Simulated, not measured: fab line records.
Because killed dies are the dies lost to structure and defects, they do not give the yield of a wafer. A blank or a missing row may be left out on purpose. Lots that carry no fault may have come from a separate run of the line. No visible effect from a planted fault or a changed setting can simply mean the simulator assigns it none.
What tool caused it? -- flow nand-harc -- Sampling: 24 lots, 72 wafers, 6 of 1302 route steps

WHAT EACH GAUGE READ, for each wafer
NHARC_A_START_INSPECT_01.
lot,measured,on,raw-defect-count
L074,day 7 01:24,defect-inspect-02,3 6 4
L075,day 7 04:07,defect-inspect-02,3 5 4
L076,day 7 13:56,defect-inspect-01,5 5 4
L078,day 8 06:32,defect-inspect-02,1 1 4
L077,day 8 06:59,defect-inspect-01,2 6 2
L079,day 8 21:59,defect-inspect-02,5 5 2
L080,day 9 09:15,defect-inspect-01,5 6 4
L081,day 9 17:20,defect-inspect-01,4 2 7
L082,day 10 04:25,defect-inspect-02,3 7 2
L083,day 10 22:28,defect-inspect-01,5 3 4
L084,day 11 04:20,defect-inspect-01,1 4 0
L085,day 11 09:44,defect-inspect-01,2 2 2
L086,day 11 14:38,defect-inspect-01,4 2 5
L087,day 11 23:52,defect-inspect-02,6 2 6
L088,day 12 18:46,defect-inspect-02,6 4 1
L089,day 12 19:10,defect-inspect-02,3 3 8
L090,day 13 14:02,defect-inspect-01,1 7 2
L091,day 13 20:58,defect-inspect-01,5 5 5
L092,day 14 05:17,defect-inspect-02,1 4 3
L093,day 14 14:36,defect-inspect-02,2 5 4
L094,day 15 08:20,defect-inspect-01,5 1 5
L095,day 15 09:30,defect-inspect-01,5 3 5
L096,day 15 19:54,defect-inspect-01,7 4 2
L097,day 16 14:53,defect-inspect-02,1 4 4

NHARC_A_ONON_D1_THK_MEAS_02: measures by ellipsometry.
lot,measured,on,thk-nm (nm)
L074,day 8 00:17,film-metro-01,991 994 992
L075,day 8 03:37,film-metro-02,991 993 991
L076,day 8 12:31,film-metro-02,1001 1003 1003
L078,day 9 07:37,film-metro-02,992 990 993
L077,day 9 07:37,film-metro-01,993 992 993
L079,day 10 01:41,film-metro-01,1005 1004 1005
L080,day 10 09:59,film-metro-02,997 998 998
L081,day 10 18:19,film-metro-01,987 989 988
L082,day 11 03:11,film-metro-02,999 998 1000
L083,day 11 22:31,film-metro-01,1009 1006 1007
L084,day 12 04:59,film-metro-01,1017 1017 1017
L085,day 12 11:01,film-metro-02,1011 1011 1010
L086,day 12 11:01,film-metro-01,994 994 994
L087,day 13 01:49,film-metro-02,997 997 998
L088,day 13 19:10,film-metro-01,1019 1019 1018
L089,day 13 19:10,film-metro-01,1007 1007 1009
L090,day 14 15:15,film-metro-02,994 997 997
L091,day 14 21:14,film-metro-01,999 997 997
L092,day 15 05:18,film-metro-01,1001 1000 1001
L093,day 15 13:34,film-metro-02,987 989 989
L094,day 16 07:55,film-metro-01,1006 1009 1009
L095,day 16 07:55,film-metro-02,1011 1011 1012
L096,day 16 18:53,film-metro-01,1006 1006 1006
L097,day 17 13:31,film-metro-01,998 1000 997

NHARC_A_CHANNEL_HOLE_D1_OVL_MEAS_11.
lot,measured,on,overlay-x-nm (nm),overlay-y-nm (nm)
L074,day 8 20:05,overlay-02,0.5 1.0 0.4,1.3 1.2 0.9
L075,day 8 19:14,overlay-01,0.0 -0.2 0.0,-0.1 0.2 -0.2
L076,day 9 07:55,overlay-02,0.9 0.6 0.4,1.1 0.5 1.1
L078,day 9 23:53,overlay-01,-0.3 -0.2 -0.4,0.4 -0.1 0.3
L077,day 10 01:39,overlay-01,0.0 0.1 0.4,0.3 0.2 0.0
L079,day 10 19:49,overlay-01,-1.4 -2.0 -1.5,1.4 1.3 1.6
L080,day 11 03:55,overlay-02,1.0 1.4 1.0,0.2 -0.3 -0.5
L081,day 11 11:25,overlay-02,-1.3 -1.1 -0.6,-0.1 -0.1 -0.3
L082,day 12 00:01,overlay-01,-0.4 -0.8 -1.1,0.3 0.4 0.6
L083,day 12 15:11,overlay-01,-2.3 -2.7 -2.2,-1.2 -1.0 -1.1
L084,day 12 21:49,overlay-02,1.8 1.7 1.9,0.0 -0.1 -0.7
L085,day 13 02:39,overlay-02,1.5 1.3 1.5,0.0 0.3 0.2
L086,day 13 02:41,overlay-02,0.8 1.2 1.4,-0.4 0.0 0.4
L087,day 13 19:28,overlay-01,0.4 -0.4 0.2,-0.7 -0.8 -0.4
L088,day 14 10:39,overlay-01,0.3 -0.1 0.6,0.7 0.2 0.1
L089,day 14 10:53,overlay-01,-1.5 -0.8 -0.7,-0.6 -0.6 0.0
L090,day 15 06:59,overlay-02,1.8 1.8 2.1,-0.3 0.1 0.2
L091,day 15 16:32,overlay-02,1.7 1.0 0.5,0.4 0.3 0.8
L092,day 15 22:14,overlay-02,-2.7 -2.3 -2.9,1.4 1.6 1.7
L093,day 16 05:16,overlay-02,0.1 0.2 0.0,-0.3 -0.3 -1.0
L094,day 17 05:40,overlay-01,-1.4 -1.3 -0.3,1.7 1.2 1.7
L095,day 17 05:22,overlay-02,0.7 0.3 0.1,0.7 0.9 0.0
L096,day 17 12:58,overlay-01,0.0 0.0 -0.3,-0.6 -0.4 -1.0
L097,day 18 06:44,overlay-02,1.0 1.5 0.7,0.5 0.6 0.1

NHARC_A_CHANNEL_HOLE_D1_CD_MEAS_18.
lot,measured,on,cd-nm (nm)
L074,day 8 21:17,cd-sem-02,101 98 97
L075,day 8 20:27,cd-sem-01,102 95 97
L076,day 9 09:08,cd-sem-01,95 100 98
L078,day 10 01:06,cd-sem-02,96 97 103
L077,day 10 02:52,cd-sem-01,94 101 97
L079,day 10 21:01,cd-sem-02,101 97 97
L080,day 11 05:07,cd-sem-02,105 98 96
L081,day 11 12:37,cd-sem-02,102 97 95
L082,day 12 01:13,cd-sem-02,95 101 103
L083,day 12 16:23,cd-sem-02,100 106 99
L084,day 12 23:01,cd-sem-01,99 97 106
L085,day 13 03:52,cd-sem-02,101 97 96
L086,day 13 03:54,cd-sem-01,97 97 100
L087,day 13 20:40,cd-sem-02,103 100 101
L088,day 14 11:52,cd-sem-02,101 94 102
L089,day 14 12:13,cd-sem-03,98 98 98
L090,day 15 08:17,cd-sem-03,100 102 101
L091,day 15 17:43,cd-sem-03,95 98 106
L092,day 15 23:27,cd-sem-02,101 95 103
L093,day 16 06:28,cd-sem-03,101 96 100
L094,day 17 06:52,cd-sem-02,97 95 96
L095,day 17 06:34,cd-sem-03,97 105 98
L096,day 17 15:10,cd-sem-02,97 101 93
L097,day 18 08:07,cd-sem-03,96 96 103

WHICH TOOL RAN EACH LOT (tool, then ch and the chambers of the sampled wafers, then the start)
lot,NHARC_P_BONDPAD_ACTIVATE_29,NHARC_A_ZERO_WELL_ETCH_13
L074,"rie-diel-10 ch 1,3, day 7 01:00","rie-si-03 ch 0,2,3, day 7 02:38"
L075,"rie-diel-10 ch 0,1,3, day 7 03:44","rie-si-03 ch 0,1,2, day 7 05:22"
L076,"rie-diel-09 ch 1,2,3, day 7 13:34","rie-si-02 ch 0,1,2, day 7 15:03"
L078,"rie-diel-10 ch 0,1,2, day 8 06:08","rie-si-06 ch 0,1, day 8 07:37"
L077,"rie-diel-09 ch 0,2,3, day 8 06:36","rie-si-03 ch 1,2,3, day 8 08:15"
L079,"rie-diel-09 ch 1,2,3, day 8 21:35","rie-si-02 ch 0,1,3, day 8 23:11"
L080,"rie-diel-10 ch 1,2,3, day 9 08:51","rie-si-06 ch 1,2, day 9 10:19"
L081,"rie-diel-09 ch 0,1,3, day 9 16:56","rie-si-02 ch 0,2,3, day 9 18:34"
L082,"rie-diel-09 ch 0,3, day 10 04:02","rie-si-02 ch 0,1,2, day 10 05:34"
L083,"rie-diel-10 ch 0,1,3, day 10 22:07","rie-si-02 ch 2,3, day 10 23:41"
L084,"rie-diel-08 ch 0,2,3, day 11 03:57","rie-si-02 ch 0,1, day 11 05:25"
L085,"rie-diel-09 ch 1,2,3, day 11 09:19","rie-si-03 ch 0,2, day 11 10:49"
L086,"rie-diel-10 ch 0,1,3, day 11 14:15","rie-si-02 ch 1,3, day 11 15:43"
L087,"rie-diel-08 ch 1,2,3, day 11 23:28","rie-si-06 ch 0,1,2, day 12 00:58"
L088,"rie-diel-08 ch 2,3, day 12 18:22","rie-si-06 ch 0,1,2, day 12 20:01"
L089,"rie-diel-09 ch 2,3, day 12 18:45","rie-si-03 ch 1,2, day 12 20:24"
L090,"rie-diel-10 ch 0,1,2, day 13 13:35","rie-si-06 ch 0,1, day 13 15:06"
L091,"rie-diel-08 ch 0,1,3, day 13 20:35","rie-si-06 ch 0,1,2, day 13 22:03"
L092,"rie-diel-09 ch 0,1, day 14 04:53","rie-si-02 ch 0,1,3, day 14 06:30"
L093,"rie-diel-08 ch 1,2, day 14 14:11","rie-si-06 ch 0,1,2, day 14 15:49"
L094,"rie-diel-09 ch 0,2, day 15 07:56","rie-si-02 ch 2,3, day 15 09:32"
L095,"rie-diel-09 ch 1,2,3, day 15 09:05","rie-si-06 ch 0,1,3, day 15 10:35"
L096,"rie-diel-10 ch 0,1,3, day 15 19:30","rie-si-03 ch 0,1,3, day 15 21:07"
L097,"rie-diel-10 ch 0,1,2, day 16 14:30","rie-si-06 ch 0,1, day 16 15:58"
- NHARC_P_BONDPAD_ACTIVATE_29: chemistry N2, time 60 s.
- NHARC_A_ZERO_WELL_ETCH_13: etches the open film in HBr/Cl2, target depth 120 nm, time 40.1 s.

WHAT THE TOOLS THEMSELVES READ (means of the sampled wafers that have a number; where no wafer has one, the mark that the record gives instead)
NHARC_P_BONDPAD_ACTIVATE_29.
lot,tool,drypump-motor-current-A (A),mfc-ar-sccm (sccm),n2-flow-sccm (sccm),oes-product-au (a.u.),rf-vpp-V (V),showerhead-plenum-p-Torr (Torr)
L074,rie-diel-10,5.4,0.003,199.6,0.991,64.7,1.77
L075,rie-diel-10,5.4,0.005,199.9,0.985,64.9,1.76
L076,rie-diel-09,5.7,0.014,200.0,0.999,64.7,1.78
L078,rie-diel-10,5.5,0.004,199.8,1.002,62.7,1.78
L077,rie-diel-09,5.6,0.003,199.7,0.994,64.0,1.77
L079,rie-diel-09,5.7,0.014,200.3,0.991,64.5,1.78
L080,rie-diel-10,5.2,0.006,200.4,0.995,63.8,1.81
L081,rie-diel-09,5.3,0.011,199.6,0.985,64.2,1.77
L082,rie-diel-09,5.1,0.000,200.3,0.991,64.6,1.81
L083,rie-diel-10,5.4,0.005,200.1,0.995,64.8,1.76
L084,rie-diel-08,5.6,0.013,199.3,0.995,63.3,1.69
L085,rie-diel-09,5.7,0.014,200.7,0.986,64.1,1.78
L086,rie-diel-10,5.4,0.005,199.5,0.990,64.9,1.76
L087,rie-diel-08,5.7,0.007,199.3,0.990,64.7,1.72
L088,rie-diel-08,5.5,0.009,200.6,0.987,64.2,1.66
L089,rie-diel-09,6.0,0.006,199.6,1.003,63.7,1.77
L090,rie-diel-10,5.6,0.004,200.0,0.983,63.7,1.77
L091,rie-diel-08,5.6,0.016,200.5,0.996,64.2,1.74
L092,rie-diel-09,5.5,0.011,200.2,0.981,62.9,1.73
L093,rie-diel-08,6.0,0.002,200.3,0.994,64.0,1.72
L094,rie-diel-09,5.8,0.003,200.1,0.986,64.2,1.72
L095,rie-diel-09,5.7,0.014,200.3,1.014,64.0,1.78
L096,rie-diel-10,5.4,0.005,200.2,0.992,64.0,1.76
L097,rie-diel-10,5.6,0.004,199.4,1.001,64.3,1.77

NHARC_A_ZERO_WELL_ETCH_13.
lot,tool,bias-w (W),drypump-motor-current-A (A),oes-product-au (a.u.),throttle-valve-pct (%)
L074,rie-si-03,100.3,5.8,1.016,26.405
L075,rie-si-03,99.8,6.0,0.994,26.401
L076,rie-si-02,100.0,6.1,1.005,26.395
L078,rie-si-06,99.9,5.4,1.004,26.403
L077,rie-si-03,99.8,5.8,0.997,26.409
L079,rie-si-02,99.8,6.3,1.007,26.413
L080,rie-si-06,100.0,6.0,1.019,26.408
L081,rie-si-02,100.3,6.1,0.989,26.409
L082,rie-si-02,99.9,6.1,1.021,26.402
L083,rie-si-02,100.0,6.1,0.990,26.402
L084,rie-si-02,100.2,6.3,1.019,26.406
L085,rie-si-03,99.9,6.1,1.001,26.399
L086,rie-si-02,100.2,6.4,1.009,26.404
L087,rie-si-06,99.5,5.7,0.991,26.398
L088,rie-si-06,100.5,5.7,1.001,26.397
L089,rie-si-03,99.6,6.0,0.995,26.416
L090,rie-si-06,100.0,5.4,1.002,26.403
L091,rie-si-06,99.9,5.7,0.999,26.412
L092,rie-si-02,100.7,6.3,1.002,26.406
L093,rie-si-06,100.2,5.7,1.003,26.399
L094,rie-si-02,100.1,6.1,1.001,26.418
L095,rie-si-06,99.9,5.7,1.003,26.403
L096,rie-si-03,99.7,6.1,0.984,26.401
L097,rie-si-06,100.1,5.3,0.994,26.406

THE ANSWER, worked out from the rows above alone
Rule: usual is defined by the lots themselves. The widest of any qualifying gaps counts: lots, ordered by their means at a reading, are off when they make up no more than a third of the lots, leave a main group of 4 or more, and stand apart from it by 3 or more times the standard deviation of that group's means. The tables above print the reading to a certain number of digits; a main group whose means all agree to those digits is not used. A lot without any number at a reading at which 4 lots or more have one is off too. Any other lot the step has rows for is counted as sound. The gauges are gone through in route order, then the tools' own readings, and for those a lot's mean is taken as printed above. The first step at which some lot is off is used, and at that step the reading that is off furthest; a lot without a number counts as furthest.
Across all readings shown, no lot is off: no conclusion can be drawn from this.

WHAT THE SIMULATOR PUT IN
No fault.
